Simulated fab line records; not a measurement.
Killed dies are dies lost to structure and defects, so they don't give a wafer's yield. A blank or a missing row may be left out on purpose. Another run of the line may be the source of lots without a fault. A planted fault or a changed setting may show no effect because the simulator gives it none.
Split-lot experiment || flow n5 finfet || 39 wafers read across 7 lots, on a route 1938 steps long

THE SPLIT ITSELF
At N5_BEOL_M2_ILD_DEP_00 (deposits SiOC from DEMS/O2, target thk 79 nm, time 15.3 s), the setting time s was moved away from the recipe's 15.3 s on 15 of the 39 wafers read, by +17.6% to +54.1%. The other wafers ran this setting at the recipe's value.

Split to reading: the file shows no intervening step.

THE READING
M2_ILD_THK at N5_BEOL_M2_THK_MEAS_01, in nm. Fault-free wafers of this fab line usually give 79.0 nm, standard deviation 1.3 nm.

{"wafer": "L077.1", "tool, chamber at the split": "pecvd-01, 2", "time s as run, s": 22.55, "against the recipe": "+47.4%", "M2_ILD_THK, nm": 114.3, "against lot-mates on the recipe": "+35.1"}
{"wafer": "L077.2", "tool, chamber at the split": "pecvd-01, 1", "time s as run, s": 15.3, "against the recipe": "recipe", "M2_ILD_THK, nm": 78.3, "against lot-mates on the recipe": "-"}
{"wafer": "L077.3", "tool, chamber at the split": "pecvd-01, 0", "time s as run, s": 15.3, "against the recipe": "recipe", "M2_ILD_THK, nm": 79.3, "against lot-mates on the recipe": "-"}
{"wafer": "L077.4", "tool, chamber at the split": "pecvd-01, 0", "time s as run, s": 15.3, "against the recipe": "recipe", "M2_ILD_THK, nm": 79.9, "against lot-mates on the recipe": "-"}
{"wafer": "L077.5", "tool, chamber at the split": "pecvd-01, 1", "time s as run, s": 22.55, "against the recipe": "+47.4%", "M2_ILD_THK, nm": 117.2, "against lot-mates on the recipe": "+38.0"}
{"wafer": "L077.6", "tool, chamber at the split": "pecvd-01, 2", "time s as run, s": 22.55, "against the recipe": "+47.4%", "M2_ILD_THK, nm": 116.3, "against lot-mates on the recipe": "+37.1"}
{"wafer": "L075.1", "tool, chamber at the split": "pecvd-01, 1", "time s as run, s": 15.3, "against the recipe": "recipe", "M2_ILD_THK, nm": 78.3, "against lot-mates on the recipe": "-"}
{"wafer": "L075.2", "tool, chamber at the split": "pecvd-01, 2", "time s as run, s": 15.3, "against the recipe": "recipe", "M2_ILD_THK, nm": 78.0, "against lot-mates on the recipe": "-"}
{"wafer": "L075.6", "tool, chamber at the split": "pecvd-01, 0", "time s as run, s": 15.3, "against the recipe": "recipe", "M2_ILD_THK, nm": 80.3, "against lot-mates on the recipe": "-"}
{"wafer": "L083.1", "tool, chamber at the split": "pecvd-04, 0", "time s as run, s": 15.3, "against the recipe": "recipe", "M2_ILD_THK, nm": 76.3, "against lot-mates on the recipe": "-"}
{"wafer": "L083.2", "tool, chamber at the split": "pecvd-04, 1", "time s as run, s": 15.3, "against the recipe": "recipe", "M2_ILD_THK, nm": 78.4, "against lot-mates on the recipe": "-"}
{"wafer": "L083.3", "tool, chamber at the split": "pecvd-04, 2", "time s as run, s": 15.3, "against the recipe": "recipe", "M2_ILD_THK, nm": 79.0, "against lot-mates on the recipe": "-"}
{"wafer": "L083.4", "tool, chamber at the split": "pecvd-04, 1", "time s as run, s": 15.3, "against the recipe": "recipe", "M2_ILD_THK, nm": 79.5, "against lot-mates on the recipe": "-"}
{"wafer": "L083.5", "tool, chamber at the split": "pecvd-04, 0", "time s as run, s": 15.3, "against the recipe": "recipe", "M2_ILD_THK, nm": 77.9, "against lot-mates on the recipe": "-"}
{"wafer": "L083.6", "tool, chamber at the split": "pecvd-04, 2", "time s as run, s": 15.3, "against the recipe": "recipe", "M2_ILD_THK, nm": 80.6, "against lot-mates on the recipe": "-"}
{"wafer": "L084.1", "tool, chamber at the split": "pecvd-02, 2", "time s as run, s": 15.3, "against the recipe": "recipe", "M2_ILD_THK, nm": 79.8, "against lot-mates on the recipe": "-"}
{"wafer": "L084.2", "tool, chamber at the split": "pecvd-02, 1", "time s as run, s": 15.3, "against the recipe": "recipe", "M2_ILD_THK, nm": 80.7, "against lot-mates on the recipe": "-"}
{"wafer": "L084.3", "tool, chamber at the split": "pecvd-02, 0", "time s as run, s": 17.99, "against the recipe": "+17.6%", "M2_ILD_THK, nm": 94.1, "against lot-mates on the recipe": "+13.9"}
{"wafer": "L084.4", "tool, chamber at the split": "pecvd-02, 2", "time s as run, s": 15.3, "against the recipe": "recipe", "M2_ILD_THK, nm": 80.1, "against lot-mates on the recipe": "-"}
{"wafer": "L084.5", "tool, chamber at the split": "pecvd-02, 1", "time s as run, s": 17.99, "against the recipe": "+17.6%", "M2_ILD_THK, nm": 95.8, "against lot-mates on the recipe": "+15.6"}
{"wafer": "L084.6", "tool, chamber at the split": "pecvd-02, 0", "time s as run, s": 17.99, "against the recipe": "+17.6%", "M2_ILD_THK, nm": 95.6, "against lot-mates on the recipe": "+15.4"}
{"wafer": "L086.1", "tool, chamber at the split": "pecvd-01, 2", "time s as run, s": 15.3, "against the recipe": "recipe", "M2_ILD_THK, nm": 77.5, "against lot-mates on the recipe": "-"}
{"wafer": "L086.2", "tool, chamber at the split": "pecvd-01, 1", "time s as run, s": 15.3, "against the recipe": "recipe", "M2_ILD_THK, nm": 78.2, "against lot-mates on the recipe": "-"}
{"wafer": "L086.3", "tool, chamber at the split": "pecvd-01, 0", "time s as run, s": 19.94, "against the recipe": "+30.3%", "M2_ILD_THK, nm": 101.1, "against lot-mates on the recipe": "+22.8"}
{"wafer": "L086.4", "tool, chamber at the split": "pecvd-01, 1", "time s as run, s": 19.94, "against the recipe": "+30.3%", "M2_ILD_THK, nm": 104.1, "against lot-mates on the recipe": "+25.8"}
{"wafer": "L086.5", "tool, chamber at the split": "pecvd-01, 0", "time s as run, s": 15.3, "against the recipe": "recipe", "M2_ILD_THK, nm": 79.3, "against lot-mates on the recipe": "-"}
{"wafer": "L086.6", "tool, chamber at the split": "pecvd-01, 2", "time s as run, s": 19.94, "against the recipe": "+30.3%", "M2_ILD_THK, nm": 102.7, "against lot-mates on the recipe": "+24.4"}
{"wafer": "L088.1", "tool, chamber at the split": "pecvd-04, 0", "time s as run, s": 15.3, "against the recipe": "recipe", "M2_ILD_THK, nm": 76.2, "against lot-mates on the recipe": "-"}
{"wafer": "L088.2", "tool, chamber at the split": "pecvd-04, 1", "time s as run, s": 23.57, "against the recipe": "+54.1%", "M2_ILD_THK, nm": 118.3, "against lot-mates on the recipe": "+40.9"}
{"wafer": "L088.3", "tool, chamber at the split": "pecvd-04, 1", "time s as run, s": 15.3, "against the recipe": "recipe", "M2_ILD_THK, nm": 78.7, "against lot-mates on the recipe": "-"}
{"wafer": "L088.4", "tool, chamber at the split": "pecvd-04, 0", "time s as run, s": 23.57, "against the recipe": "+54.1%", "M2_ILD_THK, nm": 118.6, "against lot-mates on the recipe": "+41.2"}
{"wafer": "L088.5", "tool, chamber at the split": "pecvd-04, 1", "time s as run, s": 23.57, "against the recipe": "+54.1%", "M2_ILD_THK, nm": 120.5, "against lot-mates on the recipe": "+43.1"}
{"wafer": "L088.6", "tool, chamber at the split": "pecvd-04, 0", "time s as run, s": 15.3, "against the recipe": "recipe", "M2_ILD_THK, nm": 77.4, "against lot-mates on the recipe": "-"}
{"wafer": "L093.1", "tool, chamber at the split": "pecvd-01, 0,2", "time s as run, s": 15.3, "against the recipe": "recipe", "M2_ILD_THK, nm": 78.5, "against lot-mates on the recipe": "-"}
{"wafer": "L093.2", "tool, chamber at the split": "pecvd-01, 1,2", "time s as run, s": 18.1, "against the recipe": "+18.3%", "M2_ILD_THK, nm": 92.6, "against lot-mates on the recipe": "+13.5"}
{"wafer": "L093.3", "tool, chamber at the split": "pecvd-01, 0,2", "time s as run, s": 15.3, "against the recipe": "recipe", "M2_ILD_THK, nm": 78.6, "against lot-mates on the recipe": "-"}
{"wafer": "L093.4", "tool, chamber at the split": "pecvd-01, 1,2", "time s as run, s": 18.1, "against the recipe": "+18.3%", "M2_ILD_THK, nm": 92.6, "against lot-mates on the recipe": "+13.5"}
{"wafer": "L093.5", "tool, chamber at the split": "pecvd-01, 0", "time s as run, s": 15.3, "against the recipe": "recipe", "M2_ILD_THK, nm": 80.1, "against lot-mates on the recipe": "-"}
{"wafer": "L093.6", "tool, chamber at the split": "pecvd-01, 1", "time s as run, s": 18.1, "against the recipe": "+18.3%", "M2_ILD_THK, nm": 94.4, "against lot-mates on the recipe": "+15.3"}
Where a row lists several chambers, the file gives one row for several wafers and doesn't say which wafer went through which chamber.

FIT RESULTS
A straight line over all 39 wafers: M2_ILD_THK changes by +0.769 nm for each +1% of time s; r = +1.00; the points scatter about the line by 1.5 nm.
The same after taking each lot's own level away (the mean of its wafers on the recipe; 39 wafers): +0.778 nm for each +1%; r = +1.00; scatter 1.1 nm.
The reading moves by 42 nm for the largest change in time s, on that fit.
From 77.43 to 80.20 nm: that is the span of the lots' own levels, equal to 2.1 times the standard deviation above.
Consequently the slope shifts little with the lot-to-lot level, the two slopes agreeing.
Check: +42.4 nm against its lot-mates is what the line predicts for one of the wafers moved furthest among these (+54.1%) when that wafer is left out of the fit. Against them it came out at +40.9 nm.

OTHER SPLITS ON THESE WAFERS
These wafers also went through other splits before the reading. Each is held against what the fit with the lots' levels taken away leaves over:
{"other split on the same wafers": "N5_PMOS_HMC_CHANNEL_EPI_HM_DEP_34 time s", "wafers away from the commonest value": 12, "r with M2_ILD_THK (lot level and that fit taken away)": "+0.02"}
{"other split on the same wafers": "N5_HKMG_FIN_ETCH_58 target depth a", "wafers away from the commonest value": 12, "r with M2_ILD_THK (lot level and that fit taken away)": -0.17}
{"other split on the same wafers": "N5_GATE_CUT_ETCH_56 target depth a", "wafers away from the commonest value": 12, "r with M2_ILD_THK (lot level and that fit taken away)": -0.13}
{"other split on the same wafers": "N5_MOL_CONTACT_COAG_ETCH_124 target depth a", "wafers away from the commonest value": 15, "r with M2_ILD_THK (lot level and that fit taken away)": "+0.07"}

THE WHOLE CHAIN: every reading that the file lists as answering this split, in the file's order
{"step": "N5_BEOL_M2_ILD_DEP_00", "what it does": "deposits SiOC from DEMS/O2, target thk 79 nm, time 15.3 s", "reading": "SiOC_of_BEOL_M2_ILD_DEP_00.thk nm (the simulator's own value, which no gauge read)", "change (the file's fit)": "+0.783 nm for each +1% of the setting", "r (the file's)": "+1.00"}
{"step": "N5_BEOL_M2_THK_MEAS_01", "what it does": "", "reading": "M2_ILD_THK", "change (the file's fit)": "+0.781 for each +1% of the setting", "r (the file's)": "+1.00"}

FILE'S OWN FIT
M2_ILD_THK changes by +0.781 nm for each +1% of time s, r = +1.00.
